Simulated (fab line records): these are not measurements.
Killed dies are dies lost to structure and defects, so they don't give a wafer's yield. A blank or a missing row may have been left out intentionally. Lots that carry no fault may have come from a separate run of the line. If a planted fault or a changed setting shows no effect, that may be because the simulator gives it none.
Chamber matching :: flow nand-harc :: 4 sister chambers for NHARC_P_M0_ETCH_34 on rie-diel-11
The step etches the open film in N2/H2, target depth 40 nm, overetch 12 nm, time 43.94 s. 4 wafers are shown with their chamber, then 12 later ones without.

WAFERS WITH THEIR CHAMBER
wafer: L086.5
chamber: 2
showerhead-plenum-p-Torr (Torr): 1.95

wafer: L087.1
chamber: 3
showerhead-plenum-p-Torr (Torr): 2.05

wafer: L087.5
chamber: 1
showerhead-plenum-p-Torr (Torr): 1.89

wafer: L087.6
chamber: 0
showerhead-plenum-p-Torr (Torr): 1.88

WAFERS MISSING THEIR CHAMBER
wafer: L089.2
showerhead-plenum-p-Torr (Torr): 2.22

wafer: L089.5
showerhead-plenum-p-Torr (Torr): 1.95

wafer: L089.6
showerhead-plenum-p-Torr (Torr): 2.22

wafer: L092.2
showerhead-plenum-p-Torr (Torr): 1.88

wafer: L092.3
showerhead-plenum-p-Torr (Torr): 2.22

wafer: L092.4
showerhead-plenum-p-Torr (Torr): 2.05

wafer: L095.2
showerhead-plenum-p-Torr (Torr): 2.05

wafer: L095.5
showerhead-plenum-p-Torr (Torr): 2.21

wafer: L095.6
showerhead-plenum-p-Torr (Torr): 1.88

wafer: L096.1
showerhead-plenum-p-Torr (Torr): 2.05

wafer: L096.3
showerhead-plenum-p-Torr (Torr): 2.21

wafer: L096.6
showerhead-plenum-p-Torr (Torr): 2.05

THE CHAMBER EACH PASSED THROUGH
wafer: L089.2
from the rows above: can't be placed: 3 or 2 or 1 or 0
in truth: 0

wafer: L089.5
from the rows above: can't be placed: 2 or 1 or 0 or 3
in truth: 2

wafer: L089.6
from the rows above: can't be placed: 3 or 2 or 1 or 0
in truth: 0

wafer: L092.2
from the rows above: can't be placed: 0 or 1 or 2 or 3
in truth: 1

wafer: L092.3
from the rows above: can't be placed: 3 or 2 or 1 or 0
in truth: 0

wafer: L092.4
from the rows above: can't be placed: 3 or 2 or 1 or 0
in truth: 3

wafer: L095.2
from the rows above: can't be placed: 3 or 2 or 1 or 0
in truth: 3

wafer: L095.5
from the rows above: can't be placed: 3 or 2 or 1 or 0
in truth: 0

wafer: L095.6
from the rows above: can't be placed: 0 or 1 or 2 or 3
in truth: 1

wafer: L096.1
from the rows above: can't be placed: 3 or 2 or 1 or 0
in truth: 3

wafer: L096.3
from the rows above: can't be placed: 3 or 2 or 1 or 0
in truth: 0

wafer: L096.6
from the rows above: can't be placed: 3 or 2 or 1 or 0
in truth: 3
Correctly placed: 0 of 12. From these rows, 12 cannot be placed; in 12 the true chamber is one of the candidates. Placed wrongly: 0.
How it was worked out, from the rows above alone: a wafer's distance from a chamber is the root of the sum, over the readings, of the square of ((its reading less the chamber's mean) divided by the reading's scatter). If the next closest chamber is less than 2 further off than the closest, the wafer can't be placed; otherwise it belongs to the closest. A chamber's mean is the mean of its shown wafers. The scatter (one wafer shown for each chamber): square how far every hidden wafer sits from the nearest shown wafer, average those squares and take the square root.
